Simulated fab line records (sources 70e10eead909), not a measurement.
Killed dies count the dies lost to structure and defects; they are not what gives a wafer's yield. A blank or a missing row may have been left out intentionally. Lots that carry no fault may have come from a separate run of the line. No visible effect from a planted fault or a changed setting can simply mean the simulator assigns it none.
The tool behind it: which one? / flow nand_harc / 14 lots, 42 wafers sampled, at 4 steps of a route of 1302

## WHAT THE GAUGES SHOWED, per wafer
NHARC_A_M1_CD_MEAS_09 targets a cd of 120 nm.
lot=L230; measured=day 22 18:35; on=cd_sem-02; cd_nm (nm)=120.5 120.2 120.8
lot=L233; measured=day 23 16:56; on=cd_sem-03; cd_nm (nm)=119.7 119.3 119.9
lot=L234; measured=day 24 06:05; on=cd_sem-03; cd_nm (nm)=119.5 120.1 120.7
lot=L235; measured=day 25 16:35; on=cd_sem-01; cd_nm (nm)=120.6 119.7 119.6
lot=L236; measured=day 25 17:12; on=cd_sem-03; cd_nm (nm)=120.2 120.6 120.8
lot=L238; measured=day 26 21:14; on=cd_sem-03; cd_nm (nm)=119.7 119.6 119.7
lot=L239; measured=day 27 03:18; on=cd_sem-03; cd_nm (nm)=120.9 120.9 121.0
lot=L240; measured=day 27 04:17; on=cd_sem-01; cd_nm (nm)=119.5 120.3 120.5
lot=L242; measured=day 27 22:27; on=cd_sem-03; cd_nm (nm)=120.0 119.7 119.7
lot=L249; measured=day 30 02:35; on=cd_sem-01; cd_nm (nm)=120.2 120.6 120.7
lot=L250; measured=day 31 07:00; on=cd_sem-02; cd_nm (nm)=46.0 45.6 45.3
lot=L251; measured=day 31 20:41; on=cd_sem-02; cd_nm (nm)=52.9 52.7 52.0
lot=L252; measured=day 32 00:43; on=cd_sem-03; cd_nm (nm)=120.8 120.4 120.9
lot=L253; measured=day 32 03:51; on=cd_sem-03; cd_nm (nm)=119.8 119.4 120.4

## TOOL THAT RAN EACH LOT (tool first, then ch and the chambers of the sampled wafers, then the start)
lot=L230; NHARC_A_M0_DESCUM_14=rie_diel-11 ch 0,2, day 22 14:37; NHARC_A_M0_PRE_CLEAN_29=pvd_sputter-01, day 22 18:31 or earlier; NHARC_A_M1_PEB_07=litho_track-01 ch 0, day 22 18:31
lot=L233; NHARC_A_M0_DESCUM_14=rie_diel-07 ch 0,3, day 23 13:11; NHARC_A_M0_PRE_CLEAN_29=pvd_sputter-02, day 23 16:52 or earlier; NHARC_A_M1_PEB_07=litho_track-01 ch 0, day 23 16:52
lot=L234; NHARC_A_M0_DESCUM_14=rie_diel-11 ch 1,2, day 24 02:06; NHARC_A_M0_PRE_CLEAN_29=pvd_sputter-01, day 24 06:01 or earlier; NHARC_A_M1_PEB_07=litho_track-06 ch 0, day 24 06:01
lot=L235; NHARC_A_M0_DESCUM_14=rie_diel-11 ch 0,1,2, day 25 12:43; NHARC_A_M0_PRE_CLEAN_29=pvd_sputter-03, day 25 16:30 or earlier; NHARC_A_M1_PEB_07=litho_track-04 ch 0, day 25 16:30
lot=L236; NHARC_A_M0_DESCUM_14=rie_diel-07 ch 1,2, day 25 13:19; NHARC_A_M0_PRE_CLEAN_29=pvd_sputter-02, day 25 17:07 or earlier; NHARC_A_M1_PEB_07=litho_track-01 ch 0, day 25 17:07
lot=L238; NHARC_A_M0_DESCUM_14=rie_diel-07 ch 0,1,3, day 26 17:23; NHARC_A_M0_PRE_CLEAN_29=pvd_sputter-01, day 26 21:10 or earlier; NHARC_A_M1_PEB_07=litho_track-06 ch 0, day 26 21:10
lot=L239; NHARC_A_M0_DESCUM_14=rie_diel-06 ch 0,2,3, day 26 23:27; NHARC_A_M0_PRE_CLEAN_29=pvd_sputter-02, day 27 03:13 or earlier; NHARC_A_M1_PEB_07=litho_track-06 ch 0, day 27 03:13
lot=L240; NHARC_A_M0_DESCUM_14=rie_diel-06 ch 0,1,3, day 27 00:25; NHARC_A_M0_PRE_CLEAN_29=pvd_sputter-02, day 27 04:12 or earlier; NHARC_A_M1_PEB_07=litho_track-04 ch 0, day 27 04:12
lot=L242; NHARC_A_M0_DESCUM_14=rie_diel-06 ch 1,2, day 27 18:36; NHARC_A_M0_PRE_CLEAN_29=pvd_sputter-01, day 27 22:23 or earlier; NHARC_A_M1_PEB_07=litho_track-06 ch 0, day 27 22:23
lot=L249; NHARC_A_M0_DESCUM_14=rie_diel-07 ch 0,1,3, day 29 22:43; NHARC_A_M0_PRE_CLEAN_29=pvd_sputter-01, day 30 02:30 or earlier; NHARC_A_M1_PEB_07=litho_track-01 ch 0, day 30 02:30
lot=L250; NHARC_A_M0_DESCUM_14=rie_diel-07 ch 0,2,3, day 31 03:05; NHARC_A_M0_PRE_CLEAN_29=pvd_sputter-02, day 31 06:55 or earlier; NHARC_A_M1_PEB_07=litho_track-06 ch 0, day 31 06:55
lot=L251; NHARC_A_M0_DESCUM_14=rie_diel-11 ch 0,1,2, day 31 16:56; NHARC_A_M0_PRE_CLEAN_29=pvd_sputter-01, day 31 20:37 or earlier; NHARC_A_M1_PEB_07=litho_track-06 ch 0, day 31 20:37
lot=L252; NHARC_A_M0_DESCUM_14=rie_diel-06 ch 1,2, day 31 20:50; NHARC_A_M0_PRE_CLEAN_29=pvd_sputter-02, day 32 00:38 or earlier; NHARC_A_M1_PEB_07=litho_track-01 ch 0, day 32 00:38
lot=L253; NHARC_A_M0_DESCUM_14=rie_diel-06 ch 2,3, day 31 23:58; NHARC_A_M0_PRE_CLEAN_29=pvd_sputter-01, day 32 03:46 or earlier; NHARC_A_M1_PEB_07=litho_track-04 ch 0, day 32 03:46
- NHARC_A_M0_DESCUM_14: chemistry O2, time 3 s.
- NHARC_A_M0_PRE_CLEAN_29: time 30 s.
- NHARC_A_M1_PEB_07: peb time 65 s.

## WHAT THE TOOLS THEMSELVES READ (means of the sampled wafers that have a number; where no wafer has one, the mark that the record gives instead)
NHARC_A_M0_DESCUM_14.
lot=L230; tool=rie_diel-11; drypump_motor_current_A (A)=5.6; oes_product_au (a.u.)=0.999; rf_vpp_V (V)=57.5; showerhead_plenum_p_Torr (Torr)=1.92; throttle_valve_pct (%)=11.299
lot=L233; tool=rie_diel-07; drypump_motor_current_A (A)=5.9; oes_product_au (a.u.)=1.015; rf_vpp_V (V)=58.4; showerhead_plenum_p_Torr (Torr)=2.00; throttle_valve_pct (%)=11.296
lot=L234; tool=rie_diel-11; drypump_motor_current_A (A)=6.3; oes_product_au (a.u.)=1.007; rf_vpp_V (V)=57.0; showerhead_plenum_p_Torr (Torr)=1.85; throttle_valve_pct (%)=11.311
lot=L235; tool=rie_diel-11; drypump_motor_current_A (A)=5.8; oes_product_au (a.u.)=0.996; rf_vpp_V (V)=57.5; showerhead_plenum_p_Torr (Torr)=1.89; throttle_valve_pct (%)=11.315
lot=L236; tool=rie_diel-07; drypump_motor_current_A (A)=5.7; oes_product_au (a.u.)=1.001; rf_vpp_V (V)=57.3; showerhead_plenum_p_Torr (Torr)=1.87; throttle_valve_pct (%)=11.316
lot=L238; tool=rie_diel-07; drypump_motor_current_A (A)=5.9; oes_product_au (a.u.)=1.004; rf_vpp_V (V)=57.7; showerhead_plenum_p_Torr (Torr)=1.97; throttle_valve_pct (%)=11.309
lot=L239; tool=rie_diel-06; drypump_motor_current_A (A)=5.8; oes_product_au (a.u.)=1.005; rf_vpp_V (V)=58.0; showerhead_plenum_p_Torr (Torr)=1.99; throttle_valve_pct (%)=11.315
lot=L240; tool=rie_diel-06; drypump_motor_current_A (A)=5.5; oes_product_au (a.u.)=1.001; rf_vpp_V (V)=58.8; showerhead_plenum_p_Torr (Torr)=2.04; throttle_valve_pct (%)=11.310
lot=L242; tool=rie_diel-06; drypump_motor_current_A (A)=5.8; oes_product_au (a.u.)=1.006; rf_vpp_V (V)=57.1; showerhead_plenum_p_Torr (Torr)=1.95; throttle_valve_pct (%)=11.318
lot=L249; tool=rie_diel-07; drypump_motor_current_A (A)=5.9; oes_product_au (a.u.)=0.999; rf_vpp_V (V)=58.4; showerhead_plenum_p_Torr (Torr)=1.97; throttle_valve_pct (%)=11.306
lot=L250; tool=rie_diel-07; drypump_motor_current_A (A)=5.9; oes_product_au (a.u.)=0.997; rf_vpp_V (V)=58.0; showerhead_plenum_p_Torr (Torr)=1.95; throttle_valve_pct (%)=11.315
lot=L251; tool=rie_diel-11; drypump_motor_current_A (A)=5.8; oes_product_au (a.u.)=1.004; rf_vpp_V (V)=57.2; showerhead_plenum_p_Torr (Torr)=1.89; throttle_valve_pct (%)=11.313
lot=L252; tool=rie_diel-06; drypump_motor_current_A (A)=5.8; oes_product_au (a.u.)=0.996; rf_vpp_V (V)=57.2; showerhead_plenum_p_Torr (Torr)=1.95; throttle_valve_pct (%)=11.309
lot=L253; tool=rie_diel-06; drypump_motor_current_A (A)=5.9; oes_product_au (a.u.)=1.000; rf_vpp_V (V)=58.7; showerhead_plenum_p_Torr (Torr)=2.00; throttle_valve_pct (%)=11.305

NHARC_A_M0_PRE_CLEAN_29.
lot=L230; tool=pvd_sputter-01; heater_power_w (W)=434
lot=L233; tool=pvd_sputter-02; heater_power_w (W)=429
lot=L234; tool=pvd_sputter-01; heater_power_w (W)=374
lot=L235; tool=pvd_sputter-03; heater_power_w (W)=393
lot=L236; tool=pvd_sputter-02; heater_power_w (W)=421
lot=L238; tool=pvd_sputter-01; heater_power_w (W)=362
lot=L239; tool=pvd_sputter-02; heater_power_w (W)=429
lot=L240; tool=pvd_sputter-02; heater_power_w (W)=425
lot=L242; tool=pvd_sputter-01; heater_power_w (W)=495
lot=L249; tool=pvd_sputter-01; heater_power_w (W)=388
lot=L250; tool=pvd_sputter-02; heater_power_w (W)=421
lot=L251; tool=pvd_sputter-01; heater_power_w (W)=403
lot=L252; tool=pvd_sputter-02; heater_power_w (W)=423
lot=L253; tool=pvd_sputter-01; heater_power_w (W)=416

NHARC_A_M1_PEB_07.
lot=L230; tool=litho_track-01; heater_power_total_W (W)=156.4
lot=L233; tool=litho_track-01; heater_power_total_W (W)=156.6
lot=L234; tool=litho_track-06; heater_power_total_W (W)=156.5
lot=L235; tool=litho_track-04; heater_power_total_W (W)=156.3
lot=L236; tool=litho_track-01; heater_power_total_W (W)=156.7
lot=L238; tool=litho_track-06; heater_power_total_W (W)=156.7
lot=L239; tool=litho_track-06; heater_power_total_W (W)=156.4
lot=L240; tool=litho_track-04; heater_power_total_W (W)=156.6
lot=L242; tool=litho_track-06; heater_power_total_W (W)=156.5
lot=L249; tool=litho_track-01; heater_power_total_W (W)=156.4
lot=L250; tool=litho_track-06; heater_power_total_W (W)=373.4
lot=L251; tool=litho_track-06; heater_power_total_W (W)=372.9
lot=L252; tool=litho_track-01; heater_power_total_W (W)=157.1
lot=L253; tool=litho_track-04; heater_power_total_W (W)=156.8

## THE ANSWER, worked out from the rows above alone
Rule: the lots themselves supply what counts as usual. Put in order of their means at a reading, lots are off if they are a third of the lots or fewer, leave a main group of 4 or more, and stand apart from it by a gap of 3 or more times the standard deviation of the main group's means; of several such gaps the widest counts. If all means in a main group match to the digits the tables above print for the reading, that group is not used. Also off: a lot with no number at a reading for which 4 or more lots have one. Where the step has rows for the other lots, those lots are counted as sound. Order of review: gauges by route order, followed by the tools' own readings, for which a lot's mean as printed above is used. The first step at which some lot is off is used, and at that step the reading that is off furthest; a lot without a number counts as furthest.
Off: L250, L251 (NHARC_A_M1_CD_MEAS_09, cd_nm). The main group: mean 120.2 nm, standard deviation 0.41.
A tool fits if, at a process step before that reading, it ran every lot that is off, and no sound lot after the first of them. Not tried: the gauges at NHARC_A_M1_CD_MEAS_09; whatever is off there is also off at NHARC_A_M1_PEB_07, on other tools, and gauge error can't account for it. With no start given for some of its lots, NHARC_A_M0_PRE_CLEAN_29 uses the hours and lot order of NHARC_A_M1_PEB_07. One candidate fits, namely litho_track-06 at NHARC_A_M1_PEB_07. Its last sound lot is L242 (day 27 22:23), its first lot that is off L250 (day 31 06:55): a fault that began between those two fits.
The tool's own readings at NHARC_A_M1_PEB_07 bear it out: on the lots that are off they differ by more than 5 times the standard deviation of the sound lots' means. heater_power_total_W reads 373.1 W there against 156.6 W on the sound lots.

## WHAT HAD BEEN PUT IN BY THE SIMULATOR
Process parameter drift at NHARC_A_M1_PEB_07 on litho_track-06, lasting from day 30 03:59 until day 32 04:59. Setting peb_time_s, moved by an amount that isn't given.
Struck lots among those shown: L250, L251. The same result came from the rule above.
